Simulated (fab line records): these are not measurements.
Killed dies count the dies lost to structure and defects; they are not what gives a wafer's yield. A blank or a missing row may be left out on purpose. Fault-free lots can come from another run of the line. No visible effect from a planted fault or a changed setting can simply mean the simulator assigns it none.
fab line records | flow n5Finfet
[record] lots = 6 | wafers = 17 | lastDay = 19
route steps=1938 shown BEOL_M3@936 BEOL_M4@1111 PASSIVATION@1936
lots that met no fault: from a run of the same line without faults
startH: hours from the record's first day to the start of the lot's first wafer shown | waitH: hours since the lot's step before | " same as the row above | L1.1+2: several wafers, shown together as one row | - no value, or no start was given | * or withheld: withheld | < > ~ a bound
route shown NAME@n: a module of which the file shows steps, and the number in the route of the first | usual: mean/standard deviation taken from wafers without a fault | same: alike in all rows | chamber/n: place in a boat | sites: each site's reading | _std_site: the values' standard deviation | _edge_site: inner sites' mean taken away from outer sites' mean | radiusMm: for every site, how far away it sits from the centre of the wafer | mask NAME#n: copy n | behind: the most recent tool/chamber to have shaped the wafer | hold: reason for holding the lot/hours on hold/outcome of the hold | device: the transistor (n, p or np) that didn't switch | end of line: the tests these same wafers got at the end of their route | a step given without rows: its recipe and nothing more | killed: dies that structure and defects cost at the first sort, which is not the same as the wafer's yield | map: a wafer's dies, x killed, . not, _ none there
set.NAME: setting as actually run; set.NAME@STEP: the setting as run at that earlier step | model.NAME: the simulator's own value behind a step, which no gauge read
lots at some steps of the route; a table a step, a row a wafer
services: a tool's chamber out of use, with start hour (startH, from the record's first day; less than 0 if before it), hours out, and reason
[[steps]]
[step N5_BEOL_M3_COAT_62]
[recipe] resist = SiARC | tempC = 220 | timeS = 60 | spinRpm = 1500 | resistThkNm = 12
[step N5_BEOL_M3_COAT_73]
[recipe] resist = underlayer | tempC = 205 | timeS = 60 | spinRpm = 1500 | resistThkNm = 5
[step N5_BEOL_M3_COAT_05]
[recipe] resist = CAR-EUV | spinRpm = 1500 | resistThkNm = 30
[step N5_BEOL_M3_EBR_07]
[recipe] solvent = PGMEA | ebrWidthMm = 1.5
[step N5_BEOL_M3_SOFTBAKE_06]
[recipe] tempC = 110 | timeS = 60 | resist = CAR-EUV
[step N5_BEOL_M3_EXPOSE_08]
[recipe] maskId = M3 | na = 0.33 | sourceShape = dipole | sigmaInner = 0.369 | sigmaOuter = 0.767 | polarization = unpolarized | doseMj = 33
[step N5_BEOL_M3_PEB_09]
[recipe] pebTempC = 100 | pebTimeS = 60 | resist = CAR-EUV
[step N5_BEOL_M3_DEVELOP_10]
[recipe] developTimeS = 30 | developer = TMAH | resist = CAR-EUV | rinseLiquid = surfactantRinse | dry = airSpin | devTempC = 23
[step N5_BEOL_M3_CD_MEAS_11]
[recipe] targetCdNm = 17.05 | landingEnergyEv = 500 | detector = seInlens | polarity = opening
[usual] cdNm = 17.10/0.26
lot.wafer | tool     | chamber | startH | waitH | cdNm
L320.3    | cdSem-02 | 0       | 157.67 | -     | 17.49
L320.4    | "        | 0       | "      | "     | 16.82
L320.6    | "        | 0       | "      | "     | 17.03
L323.3    | cdSem-03 | 0       | 185.41 | -     | 17.43
L323.4    | "        | 0       | "      | "     | 16.97
L323.5    | "        | 0       | "      | "     | 17.01
L328.1    | cdSem-03 | 0       | 202.08 | -     | 17.02
L328.3    | "        | 0       | "      | "     | 17.03
L328.6    | "        | 0       | "      | "     | 16.90
L331.4    | cdSem-01 | 0       | 239.96 | -     | 17.65
L331.6    | "        | 0       | "      | "     | 16.89
L336.1    | cdSem-01 | 0       | 265.51 | -     | 17.19
L336.2    | "        | 0       | "      | "     | 16.73
L336.4    | "        | 0       | "      | "     | 17.06
L338.1    | cdSem-01 | 0       | 315.79 | -     | 17.22
L338.4    | "        | 0       | "      | "     | 17.10
L338.5    | "        | 0       | "      | "     | 17.10
[step N5_BEOL_M3_OVL_MEAS_12]
[recipe] pointsPerWafer = 522
[usual] M3_OVL = -0.2/0.6
lot.wafer | tool       | chamber | startH | waitH | M3_OVL[nm]
L320.3    | overlay-01 | 0       | 157.71 | 0.0   | -0.3
L320.4    | "          | 0       | "      | "     | 0.0
L320.6    | "          | 0       | "      | "     | -0.5
L323.3    | overlay-02 | 0       | 185.45 | 0.0   | -0.6
L323.4    | "          | 0       | "      | "     | 0.2
L323.5    | "          | 0       | "      | "     | -0.2
L328.1    | overlay-01 | 0       | 202.11 | 0.0   | -0.1
L328.3    | "          | 0       | "      | "     | -0.5
L328.6    | "          | 0       | "      | "     | -0.2
L331.4    | overlay-01 | 0       | 240.02 | 0.1   | 0.6
L331.6    | "          | 0       | "      | "     | 0.3
L336.1    | overlay-01 | 0       | 265.54 | 0.0   | -0.5
L336.2    | "          | 0       | "      | "     | -0.1
L336.4    | "          | 0       | "      | "     | -0.3
L338.1    | overlay-02 | 0       | 315.82 | 0.0   | 0.9
L338.4    | "          | 0       | "      | "     | 0.1
L338.5    | "          | 0       | "      | "     | 0.1
[step N5_BEOL_M3_INSPECT_13]
[recipe] mode = adi | inspectInstrument = brightfield
[usual] rawDefectCount = 393/110
lot.wafer | tool             | chamber | startH | waitH | rawDefectCount
L320.3    | defectInspect-01 | -       | 157.76 | 0.0   | 296
L320.4    | "                | -       | "      | "     | 287
L320.6    | "                | -       | "      | "     | 458
L323.3    | defectInspect-01 | -       | 185.50 | 0.1   | 495
L323.4    | "                | -       | "      | "     | 298
L323.5    | "                | -       | "      | "     | 299
L328.1    | defectInspect-01 | -       | 202.17 | 0.1   | 359
L328.3    | "                | -       | "      | "     | 314
L328.6    | "                | -       | "      | "     | 424
L331.4    | defectInspect-01 | -       | 240.06 | 0.0   | 325
L331.6    | "                | -       | "      | "     | 270
L336.1    | defectInspect-02 | -       | 265.60 | 0.1   | 652
L336.2    | "                | -       | "      | "     | 471
L336.4    | "                | -       | "      | "     | 467
L338.1    | defectInspect-02 | -       | 315.88 | 0.1   | 313
L338.4    | "                | -       | "      | "     | 372
L338.5    | "                | -       | "      | "     | 458
[step N5_BEOL_M3_DESCUM_16]
[recipe] chemistry = O2 | timeS = 7 | sourcePowerW = 50 | biasPowerW = 20 | pressureMtorr = 20 | rfFrequencyHz = 2.712e+07 | tempC = 40 | resist = CAR-EUV | o2FlowSccm = 225
[usual] drypumpMotorCurrentA = 5.5/0.47 | oesProductAu = 0.78/0.076 | rfVppV = 243.4/1.1 | showerheadPlenumPTorr = 2.11/0.05 | throttleValvePct = 20.49/0.19
lot.wafer | tool       | chamber | startH | waitH | drypumpMotorCurrentA | oesProductAu | rfHoursCounterH | rfVppV | showerheadPlenumPTorr | throttleValvePct
L320.3    | rieDiel-06 | 2       | 157.82 | 0.1   | 5.8                  | 0.76         | -               | 242.5  | 2.11                  | 20.80
L320.4    | "          | 1       | "      | "     | 5.5                  | 0.75         | -               | 244.3  | 2.18                  | 20.63
L320.6    | "          | 1       | "      | "     | 5.5                  | 0.75         | -               | 244.7  | 2.18                  | 20.65
L323.3    | rieDiel-04 | 2       | 185.54 | 0.0   | 5.0                  | 0.86         | 72              | 241.9  | 2.03                  | 20.52
L323.4    | "          | 2       | "      | "     | 5.0                  | 0.86         | -               | 242.9  | 2.04                  | 20.51
L323.5    | "          | 3       | "      | "     | 5.3                  | 0.85         | -               | 245.5  | 2.15                  | 20.50
L328.1    | rieDiel-06 | 2       | 202.20 | 0.0   | 5.7                  | 0.74         | 167             | 243.0  | 2.10                  | 20.83
L328.3    | "          | 3       | "      | "     | 6.3                  | 0.94         | 10              | 242.1  | 2.05                  | 20.22
L328.6    | "          | 2       | "      | "     | 5.7                  | 0.75         | -               | 243.1  | 2.10                  | 20.84
L331.4    | rieDiel-06 | 0       | 240.10 | 0.0   | 4.9                  | 0.67         | 248             | 243.4  | 2.05                  | 20.15
L331.6    | "          | 0       | "      | "     | 4.9                  | 0.68         | -               | 241.3  | 2.05                  | 20.16
L336.1    | rieDiel-02 | 2       | 265.63 | 0.0   | 6.3                  | 0.90         | 33              | 244.1  | 2.14                  | 20.44
L336.2    | "          | 3       | "      | "     | 4.9                  | 0.72         | 194             | 242.2  | 2.17                  | 20.36
L336.4    | "          | 0       | "      | "     | 5.3                  | 0.70         | 229             | 242.1  | 2.07                  | 20.70
L338.1    | rieDiel-02 | 1       | 315.91 | 0.0   | 5.7                  | 0.73         | 181             | 241.6  | 2.08                  | 20.39
L338.4    | "          | 0       | "      | "     | 5.3                  | 0.69         | 243             | 243.0  | 2.06                  | 20.75
L338.5    | "          | 2       | "      | "     | 6.4                  | 0.86         | -               | 243.3  | 2.14                  | 20.43
[step N5_BEOL_M3_ETCH_74]
[recipe] chemistry = N2/H2 | target = underlayer | targetDepthA = 65 | maskMaterial = CAR-EUV | timeS = 5.2 | ionEnergyEv = 200 | pressureMtorr = 30 | sourceW = 840 | biasW = 150 | n2FlowSccm = 200 | h2FlowSccm = 200 | ends = cleared
[usual] drypumpMotorCurrentA = 5.5/0.48 | etchRfOnTimeS = 5.21/0.12 | h2FlowSccm = 200.0/0.61 | oesProductAu = 0.66/0.065 | rfVppV = 524.4/2 | showerheadPlenumPTorr = 2.56/0.059 | throttleValvePct = 17.94/0.18
lot.wafer | tool       | chamber | startH | waitH | drypumpMotorCurrentA | etchRfOnTimeS | h2FlowSccm | oesProductAu | rfHoursCounterH | rfVppV | showerheadPlenumPTorr | throttleValvePct
L320.3    | rieDiel-06 | 2       | 157.87 | 0.0   | 5.8                  | 5.13          | 200.0      | 0.65         | -               | 523.7  | 2.54                  | 18.17
L320.4    | "          | 1       | "      | "     | 5.5                  | 5.02          | 200.4      | 0.65         | -               | 524.9  | 2.64                  | 18.03
L320.6    | "          | 1       | "      | "     | 5.5                  | 5.00          | 200.3      | 0.65         | -               | 526.7  | 2.64                  | 18.04
L323.3    | rieDiel-04 | 2       | 185.57 | 0.0   | 5.0                  | 5.01          | 199.1      | 0.74         | 72              | 522.4  | 2.46                  | 17.85
L323.4    | "          | 2       | "      | "     | 5.0                  | 5.07          | 198.8      | 0.74         | -               | 523.3  | 2.46                  | 17.90
L323.5    | "          | 3       | "      | "     | 5.3                  | 5.08          | 200.5      | 0.71         | -               | 523.4  | 2.58                  | 17.76
L328.1    | rieDiel-06 | 2       | 202.23 | 0.0   | 5.8                  | 5.24          | 199.3      | 0.64         | 167             | 522.3  | 2.53                  | 18.20
L328.3    | "          | 3       | "      | "     | 6.2                  | 5.04          | 200.8      | 0.80         | 10              | 522.7  | 2.51                  | 17.85
L328.6    | "          | 2       | "      | "     | 5.7                  | 3.94          | 199.7      | 0.74         | -               | 522.2  | 2.53                  | 18.22
L331.4    | rieDiel-06 | 0       | 240.13 | 0.0   | 4.9                  | 3.90          | 200.7      | 0.68         | 248             | 520.2  | 2.51                  | 17.74
L331.6    | "          | 0       | "      | "     | 4.9                  | 3.93          | 200.6      | 0.69         | -               | 522.9  | 2.51                  | 17.71
L336.1    | rieDiel-02 | 2       | 265.67 | 0.0   | 6.4                  | 5.11          | 200.3      | 0.76         | 33              | 525.4  | 2.59                  | 17.79
L336.2    | "          | 3       | "      | "     | 5.0                  | 5.32          | 200.2      | 0.61         | 194             | 525.8  | 2.65                  | 17.85
L336.4    | "          | 0       | "      | "     | 5.3                  | 5.47          | 199.5      | 0.57         | 229             | 523.1  | 2.51                  | 18.29
L338.1    | rieDiel-02 | 1       | 315.95 | 0.0   | 5.8                  | 5.22          | 199.7      | 0.64         | 181             | 525.5  | 2.54                  | 17.98
L338.4    | "          | 0       | "      | "     | 5.3                  | 5.42          | 200.1      | 0.56         | 243             | 522.8  | 2.51                  | 18.34
L338.5    | "          | 2       | "      | "     | 6.4                  | 5.14          | 200.2      | 0.74         | -               | 524.3  | 2.58                  | 17.81
[step N5_BEOL_M3_ETCH_63]
[recipe] chemistry = CF4 | target = SiARC | targetDepthA = 156 | maskMaterial = CAR-EUV | timeS = 26 | ionEnergyEv = 80 | pressureMtorr = 40 | sourceW = 545 | biasW = 36 | Ar_flow_sccm = 100 | cf4FlowSccm = 100 | ends = cleared
[usual] cf4FlowSccm = 99.99/0.29 | drypumpMotorCurrentA = 5.5/0.47 | etchRfOnTimeS = 26.1/0.58 | oesProductAu = 0.66/0.065 | rfVppV = 184.2/1 | showerheadPlenumPTorr = 2.16/0.047 | throttleValvePct = 15.65/0.17
lot.wafer | tool       | chamber | startH | waitH | cf4FlowSccm | drypumpMotorCurrentA | etchRfOnTimeS | oesProductAu | rfHoursCounterH | rfVppV | showerheadPlenumPTorr | throttleValvePct
L320.3    | rieDiel-06 | 2       | 157.90 | 0.0   | 100.31      | 5.8                  | 26.3          | 0.65         | -               | 183.0  | 2.14                  | 15.84
L320.4    | "          | 1       | "      | "     | 100.08      | 5.5                  | 25.3          | 0.65         | -               | 183.7  | 2.23                  | 15.87
L320.6    | "          | 1       | "      | "     | 99.74       | 5.5                  | 25.0          | 0.66         | -               | 185.6  | 2.23                  | 15.86
L323.3    | rieDiel-04 | 2       | 185.59 | 0.0   | 100.19      | 4.9                  | 25.6          | 0.74         | 72              | 182.9  | 2.09                  | 15.73
L323.4    | "          | 2       | "      | "     | 100.11      | 5.0                  | 25.4          | 0.74         | -               | 183.5  | 2.09                  | 15.74
L323.5    | "          | 3       | "      | "     | 100.34      | 5.3                  | 25.7          | 0.71         | -               | 185.5  | 2.17                  | 15.46
L328.1    | rieDiel-06 | 2       | 202.25 | 0.0   | 99.79       | 5.8                  | 26.1          | 0.64         | 167             | 184.4  | 2.13                  | 15.86
L328.3    | "          | 3       | "      | "     | 99.96       | 6.3                  | 25.1          | 0.80         | 10              | 183.2  | 2.10                  | 15.33
L328.6    | "          | 2       | "      | "     | 99.71       | 5.7                  | 26.1          | 0.64         | -               | 183.9  | 2.13                  | 15.86
L331.4    | rieDiel-06 | 0       | 240.15 | 0.0   | 100.32      | 4.9                  | 26.2          | 0.58         | 248             | 182.2  | 2.12                  | 15.52
L331.6    | "          | 0       | "      | "     | 99.77       | 4.9                  | 25.8          | 0.59         | -               | 185.3  | 2.12                  | 15.53
L336.1    | rieDiel-02 | 2       | 265.68 | 0.0   | 99.81       | 6.4                  | 25.5          | 0.77         | 33              | 185.6  | 2.20                  | 15.57
L336.2    | "          | 3       | "      | "     | 100.07      | 5.0                  | 26.7          | 0.62         | 194             | 184.9  | 2.21                  | 15.50
L336.4    | "          | 0       | "      | "     | 99.54       | 5.3                  | 27.5          | 0.57         | 229             | 183.0  | 2.11                  | 15.88
L338.1    | rieDiel-02 | 1       | 315.97 | 0.0   | 99.99       | 5.7                  | 26.0          | 0.64         | 181             | 184.9  | 2.13                  | 15.65
L338.4    | "          | 0       | "      | "     | 99.95       | 5.3                  | 27.4          | 0.56         | 243             | 183.5  | 2.11                  | 15.90
L338.5    | "          | 2       | "      | "     | 100.16      | 6.4                  | 26.1          | 0.74         | -               | 185.9  | 2.19                  | 15.59
[step N5_BEOL_M4_RC_MEAS_101]
[usual] DIBL_N = 36.3/2.2 | DIBL_P = 36.0/2.4 | IOFF_N = 0.16/0.042 | IOFF_P = 0.22/0.041 | ION_N = 672/14 | ION_P = 462/7.9 | SS_N = 71.7/0.76 | SS_P = 73.3/0.72 | VT_N = 250/3.6 | VT_P = -249/3
lot.wafer | tool      | chamber | startH | waitH | DIBL_N[mV/V] | DIBL_P[mV/V] | IOFF_N[nA/um] | IOFF_P[nA/um] | ION_N[uA/um] | ION_P[uA/um] | SS_N[mV/dec] | SS_P[mV/dec] | VT_N[mV] | VT_P[mV]
L320.3    | prober-01 | 0       | 180.81 | 0.3   | 35.3         | 35.1         | 0.15          | 0.23          | 657          | 461          | 72.3         | 73.7         | 248      | -248
L320.4    | "         | 0       | "      | "     | 37.7         | 38.0         | 0.20          | 0.25          | 682          | 467          | 71.8         | 74.6         | 248      | -244
L320.6    | "         | 0       | "      | "     | 34.8         | 34.8         | 0.15          | 0.22          | 660          | 458          | 72.1         | 73.6         | 251      | -245
L323.3    | prober-01 | 0       | 205.51 | 0.3   | 34.7         | 34.8         | 0.14          | 0.20          | 664          | 461          | 71.5         | 72.4         | 251      | -251
L323.4    | "         | 0       | "      | "     | 36.1         | 35.8         | 0.15          | 0.20          | 667          | 454          | 71.8         | 73.6         | 254      | -250
L323.5    | "         | 0       | "      | "     | 35.9         | 36.1         | 0.16          | 0.21          | 672          | 462          | 71.8         | 72.9         | 252      | -252
L328.1    | prober-01 | 0       | 219.96 | 0.0   | 37.7         | 35.5         | 0.15          | 0.23          | 667          | 467          | 71.8         | 73.7         | 254      | -249
L328.3    | "         | 0       | "      | "     | 35.2         | 32.9         | 0.12          | 0.18          | 659          | 454          | 70.6         | 72.1         | 254      | -253
L328.6    | "         | 0       | "      | "     | 36.2         | 34.2         | 0.13          | 0.19          | 652          | 453          | 71.6         | 73.0         | 254      | -250
L331.4    | prober-02 | 0       | 266.38 | 0.5   | 32.2         | 33.7         | 0.11          | 0.18          | 659          | 461          | 70.5         | 73.8         | 255      | -250
L331.6    | "         | 0       | "      | "     | 36.8         | 39.1         | 0.18          | 0.25          | 672          | 465          | 72.0         | 74.0         | 248      | -251
L336.1    | prober-01 | 0       | 312.88 | 0.0   | 34.6         | 35.6         | 0.13          | 0.21          | 664          | 464          | 71.9         | 72.9         | 252      | -247
L336.2    | "         | 0       | "      | "     | 38.1         | 40.4         | 0.21          | 0.32          | 690          | 474          | 71.6         | 74.2         | 246      | -244
L336.4    | "         | 0       | "      | "     | 34.2         | 35.2         | 0.12          | 0.21          | 660          | 467          | 70.9         | 72.6         | 253      | -250
L338.1    | prober-01 | 0       | 342.31 | 0.4   | 36.2         | 37.5         | 0.17          | 0.22          | 681          | 462          | 71.8         | 72.8         | 251      | -248
L338.4    | "         | 0       | "      | "     | 35.7         | 36.7         | 0.17          | 0.21          | 677          | 462          | 71.1         | 73.6         | 250      | -250
L338.5    | "         | 0       | "      | "     | 36.9         | 38.0         | 0.19          | 0.23          | 686          | 466          | 72.3         | 73.8         | 249      | -248
[step N5_PASSIVATION_PROBE_49]
[usual] defectLimitedYield = 91.3/1.7 | killed_at_M0_to_M3 = 33/9.9 | killed_at_M4_up = 14/6.4 | killedAtContacts = 12/7 | killedAtFrontEnd = 41/13 | killedAtOther = 3.1/2.9 | killedDies = 103/20 | killedOpen = 67/14 | killedShort = 34/9.4 | sort_bin_5_function = 5.1/1.1 | sort_bin_6_memory = 3.2/0.79 | sort_bin_8_speed = 0.02/0.15 | sortNPass = 1077/21 | sortYieldPct = 91.2/1.7
[same] grossDies = 1180 | killedAtBackSide = 0 | sort_bin_4_leakage[%] = 0
lot.wafer | tool      | chamber | startH | waitH | defectLimitedYield[%] | killed_at_M0_to_M3 | killed_at_M4_up | killedAtContacts | killedAtFrontEnd | killedAtOther | killedDies | killedOpen | killedShort | sort_bin_5_function[%] | sort_bin_6_memory[%] | sort_bin_8_speed[%] | sortNPass | sortYieldPct[%]
L320.3    | prober-02 | -       | 279.27 | 0.1   | 90.0                  | 41                 | 11              | 8                | 57               | 1             | 118        | 71         | 46          | 5.4                    | 3.9                  | 0.08                | 1062      | 90.0
L320.4    | prober-02 | -       | 279.32 | 0.2   | 91.1                  | 33                 | 15              | 6                | 50               | 1             | 105        | 76         | 27          | 5.8                    | 2.7                  | 0                   | 1075      | 91.1
L320.6    | prober-02 | -       | 279.42 | 0.3   | 90.6                  | 48                 | 18              | 3                | 41               | 1             | 111        | 74         | 36          | 5.5                    | 3.6                  | 0                   | 1069      | 90.6
L323.3    | prober-01 | -       | 305.77 | 0.1   | 87.7                  | 43                 | 24              | 7                | 71               | 0             | 145        | 91         | 52          | 7.7                    | 4.3                  | 0                   | 1035      | 87.7
L323.4    | prober-01 | -       | 305.82 | 0.2   | 88.5                  | 35                 | 25              | 9                | 67               | 0             | 136        | 81         | 44          | 6.3                    | 4.2                  | 0                   | 1044      | 88.5
L323.5    | prober-01 | -       | 305.87 | 0.2   | 86.4                  | 46                 | 22              | 25               | 67               | 1             | 161        | 105        | 55          | 7.3                    | 5.6                  | 0                   | 1019      | 86.4
L328.1    | prober-02 | -       | 317.36 | 0.0   | 89.7                  | 43                 | 20              | 5                | 50               | 3             | 121        | 77         | 37          | 6.0                    | 3.6                  | 0                   | 1059      | 89.7
L328.3    | prober-02 | -       | 317.46 | 0.1   | 91.7                  | 23                 | 31              | 8                | 33               | 3             | 98         | 68         | 29          | 4.9                    | 3.3                  | 0                   | 1082      | 91.7
L328.6    | prober-02 | -       | 317.61 | 0.3   | 90.3                  | 25                 | 17              | 13               | 60               | 0             | 115        | 63         | 42          | 5.4                    | 3.1                  | 0                   | 1065      | 90.3
L331.4    | prober-01 | -       | 363.03 | 0.2   | 90.8                  | 45                 | 7               | 13               | 39               | 4             | 108        | 66         | 41          | 5.0                    | 3.9                  | 0                   | 1072      | 90.8
L331.6    | prober-01 | -       | 363.13 | 0.3   | 85.8                  | 57                 | 12              | 25               | 62               | 11            | 167        | 102        | 64          | 7.9                    | 5.8                  | 0                   | 1013      | 85.8
L336.1    | prober-02 | -       | 421.08 | 0.0   | 91.4                  | 22                 | 16              | 9                | 49               | 6             | 102        | 75         | 27          | 5.4                    | 2.8                  | 0                   | 1078      | 91.4
L336.2    | prober-02 | -       | 421.13 | 0.1   | 93.6                  | 26                 | 14              | 5                | 30               | 0             | 75         | 50         | 22          | 4.2                    | 2.0                  | 0                   | 1105      | 93.6
L336.4    | prober-02 | -       | 421.23 | 0.2   | 92.0                  | 42                 | 11              | 10               | 28               | 3             | 94         | 67         | 26          | 4.1                    | 3.5                  | 0                   | 1086      | 92.0
L338.1    | prober-01 | -       | 467.40 | 0.0   | 91.4                  | 26                 | 22              | 3                | 50               | 0             | 101        | 69         | 32          | 4.7                    | 3.5                  | 0                   | 1079      | 91.4
L338.4    | prober-01 | -       | 467.55 | 0.2   | 89.2                  | 44                 | 17              | 14               | 50               | 2             | 127        | 84         | 43          | 6.8                    | 3.6                  | 0                   | 1053      | 89.2
L338.5    | prober-01 | -       | 467.60 | 0.2   | 91.2                  | 23                 | 19              | 7                | 54               | 1             | 104        | 75         | 28          | 5.8                    | 2.8                  | 0                   | 1076      | 91.2
// killed by level:class
L320.3 STI_FIN_REVEAL:geometricParticle:open=17 BEOL_M0_SAQP:geometricParticle:short=11 GATE_CUT:geometricParticle:short=9 FIN_SAQP:geometricParticle:short=8 BEOL_M2:geometricParticle:open=8 BEOL_M3:geometricParticle:open=8 FIN_SAQP:geometricParticle:open=7 BEOL_M4:geometricParticle:open=7
L320.4 STI_FIN_REVEAL:geometricParticle:open=15 GATE_CUT:geometricParticle:open=9 GATE_CUT:geometricParticle:short=8 BEOL_M0_SAQP:geometricParticle:open=8 BEOL_M2:geometricParticle:open=7 BEOL_M4:geometricParticle:open=7 BEOL_M3:geometricParticle:open=6 BEOL_M1:geometricParticle:open=5
L320.6 STI_FIN_REVEAL:geometricParticle:open=15 BEOL_M1:geometricParticle:open=11 BEOL_M0_SAQP:geometricParticle:short=10 GATE_CUT:geometricParticle:short=8 BEOL_M4:geometricParticle:open=8 BEOL_M3:geometricParticle:open=7 BEOL_M0_SAQP:geometricParticle:open=6 BEOL_M2:geometricParticle:open=6
L323.3 FIN_SAQP:geometricParticle:open=16 STI_FIN_REVEAL:geometricParticle:open=12 BEOL_M0_SAQP:geometricParticle:short=12 FIN_SAQP:geometricParticle:short=11 DUMMY_GATE:geometricParticle:open=9 BEOL_M4:geometricParticle:open=9 MOL_CONTACT_COAG:geometricParticle:open=7 BEOL_M0_SAQP:geometricParticle:open=7
L323.4 BEOL_M4:geometricParticle:open=15 FIN_SAQP:geometricParticle:short=11 STI_FIN_REVEAL:geometricParticle:open=11 BEOL_M0_SAQP:geometricParticle:short=10 BEOL_M0_SAQP:geometricParticle:open=10 FIN_SAQP:geometricParticle:open=9 MOL_CONTACT_COAG:geometricParticle:open=9 HKMG_FIN:areaEtch=8
L323.5 MOL_CONTACT_COAG:geometricParticle:open=18 FIN_SAQP:geometricParticle:open=16 BEOL_M0_SAQP:geometricParticle:short=16 STI_FIN_REVEAL:geometricParticle:open=15 FIN_SAQP:geometricParticle:short=11 BEOL_M4:geometricParticle:open=8 STI_FIN_REVEAL:geometricParticle:short=7 BEOL_M0_SAQP:geometricParticle:open=7
L328.1 FIN_SAQP:geometricParticle:open=14 BEOL_M0_SAQP:geometricParticle:short=12 BEOL_M4:geometricParticle:open=11 BEOL_M1:geometricParticle:open=10 FIN_SAQP:geometricParticle:short=7 BEOL_M2:geometricParticle:open=6 HKMG_FIN:areaEtch=6 MOL_CONTACT_COAG:geometricParticle:open=5
L328.3 BEOL_M4:geometricParticle:open=21 FIN_SAQP:geometricParticle:open=7 FIN_SAQP:geometricParticle:short=6 BEOL_M0_SAQP:geometricParticle:open=6 BEOL_M2:geometricParticle:open=6 MOL_CONTACT_COAG:geometricParticle:short=5 DUMMY_GATE:geometricParticle:open=4 GATE_CUT:geometricParticle:open=4
L328.6 FIN_SAQP:geometricParticle:short=16 FIN_SAQP:geometricParticle:open=12 BEOL_M4:geometricParticle:open=11 MOL_CONTACT_COAG:geometricParticle:open=10 BEOL_M2:geometricParticle:open=10 HKMG_FIN:areaEtch=10 STI_FIN_REVEAL:geometricParticle:open=6 STARTING-WAFER:geometricParticle:short=5
L331.4 BEOL_M2:geometricParticle:open=16 GATE_CUT:geometricParticle:short=13 MOL_CONTACT_COAG:geometricParticle:open=10 BEOL_M3:geometricParticle:open=7 STI_FIN_REVEAL:geometricParticle:open=5 BEOL_M0_SAQP:geometricParticle:short=5 BEOL_M1:geometricParticle:open=5 STARTING-WAFER:geometricParticle:open=5
L331.6 BEOL_M0_SAQP:geometricParticle:short=20 STI_FIN_REVEAL:geometricParticle:open=20 MOL_CONTACT_COAG:geometricParticle:open=20 BEOL_M0_SAQP:geometricParticle:open=14 FIN_SAQP:geometricParticle:open=9 FIN_SAQP:geometricParticle:short=9 GATE_CUT:geometricParticle:short=7 BEOL_M2:geometricParticle:open=7
L336.1 FIN_SAQP:geometricParticle:open=17 STI_FIN_REVEAL:geometricParticle:open=7 DUMMY_GATE:geometricParticle:open=6 MOL_CONTACT_COAG:geometricParticle:open=6 GATE_CUT:geometricParticle:short=5 BEOL_M2:geometricParticle:open=5 BEOL_M0_SAQP:geometricParticle:short=4 BEOL_M0_SAQP:geometricParticle:open=4
L336.2 GATE_CUT:geometricParticle:short=8 BEOL_M3:geometricParticle:open=8 MOL_CONTACT_COAG:geometricParticle:open=5 BEOL_M4:geometricParticle:open=5 BEOL_M0:geometricParticle:open=4 FIN_SAQP:geometricParticle:short=3 DUMMY_GATE:geometricParticle:open=3 BEOL_M0_SAQP:geometricParticle:open=3
L336.4 BEOL_M2:geometricParticle:open=11 BEOL_M1:geometricParticle:open=9 MOL_CONTACT_COAG:geometricParticle:open=7 BEOL_M3:geometricParticle:open=7 FIN_SAQP:geometricParticle:open=5 BEOL_M4:geometricParticle:open=5 FIN_SAQP:geometricParticle:short=4 STI_FIN_REVEAL:geometricParticle:open=4
L338.1 BEOL_M4:geometricParticle:open=16 STI_FIN_REVEAL:geometricParticle:open=15 BEOL_M3:geometricParticle:open=10 FIN_SAQP:geometricParticle:short=6 BEOL_M1:geometricParticle:open=6 DUMMY_GATE:geometricParticle:open=5 BEOL_M0_SAQP:geometricParticle:short=5 STI_FIN_REVEAL:geometricParticle:short=4
L338.4 STI_FIN_REVEAL:geometricParticle:open=18 MOL_CONTACT_COAG:geometricParticle:open=10 BEOL_M1:geometricParticle:open=10 BEOL_M3:geometricParticle:open=10 FIN_SAQP:geometricParticle:open=8 BEOL_M1:geometricParticle:short=8 BEOL_M4:geometricParticle:open=8 BEOL_M0_SAQP:geometricParticle:short=6
L338.5 STI_FIN_REVEAL:geometricParticle:open=12 FIN_SAQP:geometricParticle:open=10 BEOL_M3:geometricParticle:open=10 FIN_SAQP:geometricParticle:short=9 BEOL_M4:geometricParticle:open=9 DUMMY_GATE:geometricParticle:open=6 MOL_CONTACT_COAG:geometricParticle:open=6 BEOL_M1:geometricParticle:open=4
[[services]]
tool       | chamber | startH | hours | kind
rieDiel-06 | 2       | 136.40 | 2.6   | repair
rieDiel-06 | 3       | 139.23 | -     | clean
rieDiel-06 | 3       | 139.23 | -     | consumableReplace:focusRing
rieDiel-06 | 3       | 139.23 | 27.9  | scheduledDown
rieDiel-06 | 3       | 139.23 | 27.9  | ventCycle
rieDiel-06 | -       | 177.84 | 0.6   | repair
rieDiel-04 | 0       | 185.19 | 4.0   | repair
rieDiel-06 | 3       | 235.37 | 2.3   | repair
rieDiel-06 | 0       | 244.91 | -     | clean
rieDiel-06 | 0       | 244.91 | -     | consumableReplace:focusRing
rieDiel-06 | 0       | 244.91 | 17.9  | scheduledDown
rieDiel-06 | 0       | 244.91 | 17.9  | ventCycle
rieDiel-06 | 1       | 295.74 | 3.9   | repair
rieDiel-06 | 1       | 303.97 | 8.4   | repair
[[key]]
[firstSign] step = N5_BEOL_M3_ETCH_74 | reading = etchRfOnTimeS | direction = down | sigmas = 11 | usual = * | struck = *
effect none on later readings
metAt N5_BEOL_M3_ETCH_74
struckWafers L328.6,L331.4,L331.6
[baselineLoss] step = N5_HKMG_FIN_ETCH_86 | wafers = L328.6
onsetBetween 157.87 202.23
[fault] kind = processParameterDrift | tool = rieDiel-06 | chamber = - | onsetH = 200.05 | steps = N5_BEOL_M3_ETCH_74 | channel = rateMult | offset = 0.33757 | shape = step | endH = 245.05 | scope = struckWafersOnly
// baselineLoss: these wafers lose ten dies or more at that step, a loss of the line's own and not of a fault; the sort's usual values leave them out
